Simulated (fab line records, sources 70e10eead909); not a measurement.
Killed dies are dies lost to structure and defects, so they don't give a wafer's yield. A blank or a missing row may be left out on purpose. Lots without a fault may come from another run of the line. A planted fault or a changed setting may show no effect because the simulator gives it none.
Chamber matching | flow nand_harc | NHARC_A_CHANNEL_FILL_D1_ETCHBACK_20 on rie_diel-03: 4 sister chambers
The step etches the open film in C4F8/O2/Ar, target depth 27 nm, time 13.5 s. 8 wafers are shown with their chamber, then 11 later ones without.

WAFERS WITH THEIR CHAMBER
wafer  | chamber | rf_vpp_V (V) | oes_product_au (a.u.)
L084.5 | 3       | 976          | 0.94
L086.5 | 3       | 973          | 0.97
L089.5 | 0       | 988          | 0.96
L089.6 | 1       | 978          | 0.97
L090.1 | 1       | 978          | 0.93
L090.3 | 0       | 988          | 0.91
L090.6 | 2       | 975          | 1.01
L090.2 | 2       | 974          | 1.00

WAFERS WITHOUT THEIR CHAMBER
wafer  | rf_vpp_V (V) | oes_product_au (a.u.)
L090.4 | 973          | 0.91
L090.5 | 977          | 0.92
L091.1 | 987          | 0.92
L091.4 | 974          | 0.94
L091.5 | 976          | 0.92
L092.3 | 974          | 0.92
L092.4 | 976          | 0.92
L092.6 | 976          | 0.92
L095.2 | 978          | 0.91
L095.3 | 973          | 0.91
L095.4 | 986          | 1.00

WHICH CHAMBER EACH WENT THROUGH
wafer  | from the rows above          | in truth
L090.4 | can't be placed: 3 or 2      | 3
L090.5 | can't be placed: 1 or 3      | 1
L091.1 | 0                            | 0
L091.4 | can't be placed: 3 or 2      | 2
L091.5 | can't be placed: 3 or 1 or 2 | 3
L092.3 | can't be placed: 3 or 2      | 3
L092.4 | can't be placed: 3 or 1 or 2 | 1
L092.6 | can't be placed: 3 or 1 or 2 | 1
L095.2 | 1                            | 1
L095.3 | can't be placed: 3 or 2      | 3
L095.4 | 0                            | 0
Placed correctly: 3 of 11. Can't be placed from these rows: 8 (the true chamber is among the candidates in 8). Placed wrongly: 0.
How it was worked out, from the rows above alone: a wafer's distance from a chamber is the root of the sum, over the readings, of the square of ((its reading less the chamber's mean) divided by the reading's scatter). The wafer belongs to the nearest chamber; if the next one is less than 2 further off, it can't be placed. A chamber's mean is the mean of its shown wafers. The scatter: the root of (the sum of the squares of (reading less its chamber's mean) over the shown wafers, divided by (wafers less chambers)).
